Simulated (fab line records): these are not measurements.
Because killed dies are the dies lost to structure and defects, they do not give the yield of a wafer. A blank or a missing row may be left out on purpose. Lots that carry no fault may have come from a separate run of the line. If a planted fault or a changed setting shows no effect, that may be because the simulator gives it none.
fab line records | flow nand-harc
record lots=5 wafers=15 last-day=34
route steps=1302 shown A_STAIRCASE@803 END@1302
lots that met no fault: from a run of the same line without faults
start-h: the number of hours between the record's first day and the start of the first shown wafer of the lot | wait-h: how many hours have passed since the lot's step before this one | " repeats the value in the row above | L1.1+2: a row that stands for several wafers | - value missing, or start not given | * or withheld: withheld | < > ~ a bound
route shown NAME@n: a module of which the file shows steps, and the number in the route of the first | usual: mean/standard deviation of fault-free wafers | same: alike in all rows | chamber/n: place in a boat | sites: per-site readings | _std_site: the values' standard deviation | _edge_site: the outer-site mean with the inner-site mean subtracted | radius-mm: how far each site lies from the wafer's centre | mask NAME#n: copy n | behind: the most recent tool/chamber to have shaped the wafer | hold: cause of the lot's hold/its duration in hours/its outcome | device: transistor that didn't switch, given as n, p or np | end of line: at the end of the route, the tests of the same wafers | a step with no rows: only its recipe | killed: dies that structure and defects cost at the first sort, which is not the same as the wafer's yield | map: dies across one wafer; x = killed, . = not, _ = none there
set.NAME: setting as actually run; set.NAME@STEP: the setting as run at that earlier step | model.NAME: the simulator's own value behind a step, which no gauge read
lots at some steps of the route; a table a step, a row a wafer
services: from which hour (start-h, from the record's first day; less than 0 if before it) a tool's chamber was out of use, for how many hours, and why
## steps
# step NHARC_A_STAIRCASE_PEB_287
# recipe peb-temp-c=115 peb-time-s=130
# step NHARC_A_STAIRCASE_DEVELOP_288
# recipe time-s=140
# step NHARC_A_STAIRCASE_HARDBAKE_290
# recipe temp-c=120 time-s=140
# step NHARC_A_STAIRCASE_DESCUM_291
# recipe time-s=3 o2-flow-sccm=200 ar-flow-sccm=0 bias-power-w=0 chemistry=O2
# step NHARC_A_STAIRCASE_ETCH_292
# recipe cf4-flow-sccm=100 chf3-flow-sccm=30 ar-flow-sccm=0 rf-w=500 bias-w=200 chemistry=CF4/CHF3
# step NHARC_A_STAIRCASE_HM_OPEN_460
# recipe o2-flow-sccm=400 cos-flow-sccm=20 ar-flow-sccm=0 rf-w=500 bias-w=300 chemistry=O2/COS
# usual bias-w=299.9/0.82 drypump-motor-current-A=5.7/0.49 o2-flow-sccm=399.9/1.1 oes-product-au=1.000/0.007 rf-vpp-V=466.0/2.4 showerhead-plenum-p-Torr=3.06/0.11 throttle-valve-pct=28.331/0.0086
# columns lot.wafer tool chamber start-h wait-h bias-w drypump-motor-current-A o2-flow-sccm oes-product-au rf-hours-counter-h rf-vpp-V showerhead-plenum-p-Torr throttle-valve-pct
L764.1 rie-diel-04 2 - - 299.9 5.8 400.4 0.996 12 465.7 3.05 28.338
L764.2 " 1 " " 298.5 5.0 402.2 0.996 13 463.8 2.93 28.331
L764.5 " 2 " " 300.1 5.8 399.9 0.993 - 465.8 3.05 28.321
L763.2 rie-diel-07 3 - - 301.4 6.2 401.6 1.012 42 465.6 3.01 28.327
L763.5 " 2 " " 299.4 5.9 398.0 1.001 - 466.6 3.09 28.338
L763.6 " 3 " " 300.3 6.1 399.7 0.999 - 465.8 3.01 28.334
L772.1 rie-diel-10 2 - - 299.8 5.9 399.6 1.013 13 463.7 2.94 28.319
L772.4 " 3 " " 299.6 5.6 399.6 0.999 14 464.8 3.00 28.342
L772.5 " 1 " " 299.8 5.2 401.3 1.000 - 464.6 3.01 28.335
L773.1 rie-diel-10 2 - - 299.7 5.9 398.6 1.012 14 462.4 2.94 28.333
L773.2 " 0 " " 299.8 6.3 400.9 1.005 20 466.9 3.12 28.332
L773.6 " 3 " " 299.4 5.6 400.1 0.993 - 465.3 3.00 28.323
L782.4 rie-diel-04 2 - - 301.3 5.8 399.8 1.003 23 466.1 3.02 28.336
L782.3 " 0 " " 300.4 4.6 401.3 1.005 22 471.3 3.30 28.334
L782.6 " 1 " " 300.6 4.9 400.2 1.013 - 461.6 2.90 28.328
# step NHARC_A_STAIRCASE_STRIP_461
# recipe o2-flow-sccm=400 cos-flow-sccm=20 ar-flow-sccm=0 bias-w=0 chemistry=O2/COS
# step NHARC_A_STAIRCASE_ETCH_452
# recipe target-depth-a=300 overetch-a=30 time-s=16.5 ion-energy-ev=100 cf4-flow-sccm=80 o2-flow-sccm=20 ar-flow-sccm=0 rf-w=300 bias-w=100 chemistry=CF4/O2
# step NHARC_A_STAIRCASE_ETCH_294
# recipe target-depth-a=49890 time-s=1211.6 ion-energy-ev=800 c4f8-flow-sccm=80 o2-flow-sccm=60 ar-flow-sccm=withheld rf-w=600 bias-w=3000 chemistry=C4F8/O2/Ar
# step NHARC_A_STAIRCASE_STRIP_295
# recipe o2-flow-sccm=500 ar-flow-sccm=0 bias-w=0 chemistry=O2
# step NHARC_A_STAIRCASE_STRIP_296
# recipe time-s=900 temp-c=130 chemistry=SPM
# step NHARC_A_STAIRCASE_PRECLEAN_297
# recipe time-s=* temp-c=50 bath-age-min=0 chemistry=SC1
# usual bath-heat-duty-pct=7.0/0.77
# columns lot.wafer tool chamber start-h wait-h bath-heat-duty-pct
L764.1 wet-bench-03 0 407.66 - 8.1
L764.2 " 1 " " 8.1
L764.5 " 2 " " 4.8
L763.5 wet-bench-06 2 408.21 - 6.9
L763.6 " 4 " " 7.0
L763.2 " 6 " " 7.6
L772.5 wet-bench-04 5 490.36 - 6.2
L772.4 " 0 " " 5.9
L772.1 " 1 " " 6.2
L773.2 wet-bench-06 5 492.65 - 6.1
L773.1 " 6 " " 8.5
L773.6 " 2 " " 7.2
L782.4 wet-bench-04 1 605.67 - 6.5
L782.6 " 3 " " 7.1
L782.3 " 4 " " 7.0
# step NHARC_A_STAIRCASE_SRD_298
# step NHARC_A_STAIRCASE_HM_DEP_462
# recipe target-thk-a=8000 temp-c=400 material=aC
# usual throttle-valve-pct=34.999/0.0092
# columns lot.wafer tool chamber start-h wait-h throttle-valve-pct
L764.1 acl-dep-01 0 408.13 0.1 35.006
L764.2 " 0 " " 35.006
L764.5 " 0 " " 34.990
L763.2 acl-dep-03 0 408.98 0.4 35.000
L763.5 " 0 " " 34.990
L763.6 " 0 " " 34.991
L772.1 acl-dep-01 0 490.88 0.1 34.999
L772.4 " 0 " " 34.991
L772.5 " 0 " " 34.991
L773.1 acl-dep-01 0 493.13 0.1 34.986
L773.2 " 0 " " 35.009
L773.6 " 0 494.66 1.6 35.001
L782.3 acl-dep-03 0 606.75 0.7 35.003
L782.4 " 0 " " 34.988
L782.6 " 0 " " 35.007
# step NHARC_A_STAIRCASE_DEP_301
# recipe target-thk-a=300 target-thk-nm=30 temp-c=400 pressure-torr=3.5 flow-sccm=200 rf-w=350 material=SiON
# usual heater-power-w=810/94
# columns lot.wafer tool chamber start-h wait-h heater-power-w
L764.1 pecvd-04 1 410.00 1.6 787
L764.2 " 2 " " 760
L764.5 " 0 " " 828
L763.2 pecvd-01 2 410.55 1.3 612
L763.5 " 2 " " 617
L763.6 " 0 " " 999
L772.1 pecvd-02 1 492.75 1.6 705
L772.4 " 0 " " 905
L772.5 " 1 " " 720
L773.2 pecvd-04 0 494.99 1.2 879
L773.1 " 1 " " 873
L773.6 " 2 " " 803
L782.3 pecvd-01 1 608.03 1.0 821
L782.4 " 1 " " 801
L782.6 " 2 " " 703
# step NHARC_A_STAIRCASE_DEHYDRATE_302
# recipe temp-c=150 time-s=120
# step NHARC_A_STAIRCASE_HMDS_303
# recipe time-s=30
# step NHARC_A_STAIRCASE_COAT_304
# recipe spin-rpm=1200
# step NHARC_A_STAIRCASE_SOFTBAKE_305
# recipe temp-c=135 time-s=170
# step NHARC_A_STAIRCASE_EBR_306
# step NHARC_A_STAIRCASE_EXPOSE_307
# recipe na=0.5 dose-mj=45.72 mask-id=CHOP_50
# step NHARC_A_STAIRCASE_PEB_308
# recipe peb-temp-c=115 peb-time-s=130
# step NHARC_A_STAIRCASE_DEVELOP_309
# recipe time-s=140
# step NHARC_A_STAIRCASE_HARDBAKE_311
# recipe temp-c=120 time-s=140
# step NHARC_A_STAIRCASE_DESCUM_312
# recipe time-s=3 o2-flow-sccm=200 ar-flow-sccm=0 bias-power-w=0 chemistry=O2
# step NHARC_A_STAIRCASE_ETCH_313
# recipe cf4-flow-sccm=100 chf3-flow-sccm=30 ar-flow-sccm=0 rf-w=500 bias-w=200 chemistry=CF4/CHF3
# step NHARC_A_STAIRCASE_HM_OPEN_463
# recipe o2-flow-sccm=400 cos-flow-sccm=20 ar-flow-sccm=0 rf-w=500 bias-w=300 chemistry=O2/COS
# step NHARC_A_STAIRCASE_STRIP_464
# recipe o2-flow-sccm=400 cos-flow-sccm=20 ar-flow-sccm=0 bias-w=0 chemistry=O2/COS
# step NHARC_A_STAIRCASE_ETCH_453
# recipe target-depth-a=300 overetch-a=30 time-s=16.5 ion-energy-ev=100 cf4-flow-sccm=80 o2-flow-sccm=20 ar-flow-sccm=0 rf-w=300 bias-w=100 chemistry=CF4/O2
# step NHARC_A_STAIRCASE_ETCH_315
# recipe target-depth-a=25000 time-s=607.1 ion-energy-ev=800 c4f8-flow-sccm=80 o2-flow-sccm=60 ar-flow-sccm=withheld rf-w=600 bias-w=3000 chemistry=C4F8/O2/Ar
# usual bias-w=3000/8.9 oes-product-au=0.934/0.0086 rf-vpp-V=1824/10
# columns lot.wafer tool chamber start-h wait-h bias-w oes-product-au rf-hours-counter-h rf-vpp-V
L764.2 rie-diel-04 1 - - 3004 0.931 15 1811
L764.1 " 2 " " 2999 0.946 14 1822
L764.5 " 3 " " 3001 0.942 - 1831
L763.2 rie-diel-10 1 - - 2997 0.931 51 1818
L763.5 " 1 " " 3001 0.935 - 1819
L763.6 " 2 " " 2999 0.936 - 1813
L772.1 rie-diel-10 1 - - 3003 0.927 21 1817
L772.4 " 3 " " 2993 0.928 15 1816
L772.5 " 2 " " 3001 0.934 - 1810
L773.2 rie-diel-07 3 - - 2995 0.937 3 1816
L773.1 " 0 " " 3006 0.942 2 1840
L773.6 " 3 " " 3003 0.950 - 1816
L782.3 rie-diel-10 3 - - 2991 0.950 1 1814
L782.4 " 0 " " 3004 0.941 1 1826
L782.6 " 0 " " 3004 0.938 - 1824
# step NHARC_A_STAIRCASE_STRIP_316
# recipe o2-flow-sccm=500 ar-flow-sccm=0 bias-w=0 chemistry=O2
# step NHARC_A_STAIRCASE_STRIP_317
# recipe time-s=900 temp-c=130 chemistry=SPM
# step NHARC_A_STAIRCASE_PRECLEAN_318
# recipe time-s=* temp-c=50 bath-age-min=0 chemistry=SC1
# step NHARC_A_STAIRCASE_SRD_329
# step NHARC_A_STAIRCASE_ALD_415
# recipe target-thk-a=300 pulse-time-s=6 ald-cycles=300 temp-c=300 material=SiO2
# usual heater-power-w=478/45 precursor-pulse-height-rel=0.999/0.019
# same pulse-time-s=6
# columns lot.wafer tool chamber start-h wait-h heater-power-w precursor-pulse-height-rel
L764.2 ald-hk-03 3 412.84 0.1 430 0.984
L764.1 " 1 " " 522 0.981
L764.5 " 3 " " 431 1.003
L763.2 ald-hk-02 2 413.48 0.1 526 1.001
L763.6 " 2 " " 537 0.990
L763.5 " 3 " " 455 1.016
L772.4 ald-hk-02 2 495.43 0.1 529 0.988
L772.1 " 0 " " 503 1.035
L772.5 " 3 " " 449 0.991
L773.1 ald-hk-02 0 497.84 0.1 473 1.009
L773.2 " 1 " " 473 1.005
L773.6 " 0 " " 488 1.001
L782.4 ald-hk-01 2 611.31 0.5 451 0.983
L782.3 " 3 " " 438 0.986
L782.6 " 0 " " 452 0.995
# step NHARC_A_STAIRCASE_ETCHBACK_416
# recipe target-depth-a=360 time-s=7.2 c4f8-flow-sccm=withheld o2-flow-sccm=8 ar-flow-sccm=withheld rf-w=600 bias-w=800 chemistry=C4F8/O2/Ar
# step NHARC_A_STAIRCASE_STRIP_476
# recipe time-s=20 o2-flow-sccm=500 ar-flow-sccm=0 bias-w=0 chemistry=O2
# step NHARC_A_STAIRCASE_DEP_417
# recipe target-thk-a=600 step-coverage-pct=20 temp-c=400 target-thk-nm=60 flow-sccm=200 rf-w=450 material=Si3N4
# step NHARC_END_SORT_01
# recipe temp-c=25
# usual killed-at-array=44/16 killed-at-other=0.6/1.1 killed-at-periphery=3.9/2.6 killed-dies=48/16 killed-open=3.1/1.9 killed-short=2.4/1.8
# same gross-dies=677
# columns lot.wafer tool chamber start-h wait-h killed-at-array killed-at-other killed-at-periphery killed-dies killed-open killed-short
L772.1 prober-02 0 667.87 2.5 129 3 3 135 2 6
# killed by level:class
L772.1 A_STAIRCASE:unspecified=88 A_SLIT:chamber-film-flake=15 A_CHANNEL_HOLE_D2:chamber-film-flake=11 A_WL_FILL:chamber-film-flake=5 A_STAIRCASE:chamber-film-flake=3 THIN_TSV:chamber-film-flake=3 P_CONTACT:geometric-particle:short=2 A_ONON_D1:geometric-particle:short=2
# map L772.1 (x killed, . not)
____________.____________
_________......._________
_______..........._______
______.............______
_____.............x._____
____.................____
____...............x.____
___........x..........___
___.....x........x..x.___
__......xxx........xx.x__
__........x...........x__
_.............x.......xx_
_........x............xx_
_...............x.x....x_
_..............x.......x_
_......................._
.........................
...............x.......x.
.........................
.........................
..........x...........x..
_........x.x..........x._
_......xxx.............._
_.....xxxxxxx..........._
_.....xxxxxxx..........._
_.....xxxxxxxx.........._
__.....xxxxxxx.x.......__
__....xxxxxxxxx........__
___.x.xxxxxxxx........___
___....xxxxxxxxx......___
____...xxxxxxxx......____
____..xxxxxxxx.......____
_____.xxxxxxxx......_____
______..xxxxxxx....______
_______...xxxxx..._______
_________xxxxxx._________
____________x____________
# map L782.4 (x killed, . not)
____________.____________
_________......._________
_______..........._______
______.............______
_____..............._____
____.................____
____................x____
___..................x___
___.................x.___
__...................xx__
__...................xx__
_.....................xx_
_....................xxx_
_.....................xx_
_..........x..........xx_
_....................x.._
.....................x.x.
.........................
.........................
.........................
........x...x............
_......x................_
_......................._
_.........x............._
_......................._
_......................._
__.....................__
__x....................__
___..................x___
___...................___
____.................____
____.................____
_____..x............_____
______......x......______
_______.x..xx....._______
_________xxxx..._________
____________x____________
## services
# columns tool chamber start-h hours kind
wet-bench-04 - 403.31 8.0 pm
rie-diel-07 1 408.63 3.9 repair
rie-diel-07 3 411.93 19.5 repair
rie-diel-10 - 419.56 9.0 pm
pecvd-04 - 431.62 0.8 repair
wet-bench-04 - 434.65 11.0 repair
pecvd-04 - 450.68 13.0 pm
pecvd-04 - 465.44 0.2 repair
rie-diel-07 - 468.92 0.6 repair
rie-diel-07 - 471.23 9.0 pm
acl-dep-03 - 482.37 13.0 pm
rie-diel-04 0 488.14 4.4 repair
pecvd-01 - 492.25 13.0 pm
rie-diel-04 1 492.65 4.0 repair
pecvd-01 - 522.38 0.6 repair
ald-hk-02 - 527.63 10.0 pm
rie-diel-04 - 532.41 9.0 pm
wet-bench-06 - 545.60 8.0 pm
rie-diel-07 - 550.42 0.9 repair
acl-dep-01 - 557.11 13.0 pm
rie-diel-07 0 562.55 12.0 repair
wet-bench-04 - 569.20 1.8 repair
rie-diel-10 - 596.59 9.0 pm
ald-hk-02 - 604.70 1.6 repair
## key
first-sign step=NHARC_END_SORT_01 reading=killed-at-array direction=up sigmas=5.4 usual=44 struck=129
effect step=NHARC_END_SORT_01 reading=killed-dies direction=up sigmas=5.3 usual=48 struck=135
more-kills-born-at NHARC_A_STAIRCASE_PRECLEAN_297@wet-bench-04=88
met-at NHARC_A_STAIRCASE_PRECLEAN_297
struck-wafers L772.1
tester-left-out L772
fault kind=chamber-particle-source tool=wet-bench-04 chamber=1 onset-h=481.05 steps=NHARC_A_STAIRCASE_PRECLEAN_297 rate-per-visit-cm2=1.3692 end-h=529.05
# tester-left-out: of these lots the tester's yield and bins aren't shown, on N5 and GAA mostly nor the transistor test; their killed dies are dies lost to structure and defects alone, not to doping, threshold or leakage, so they don't give the yield
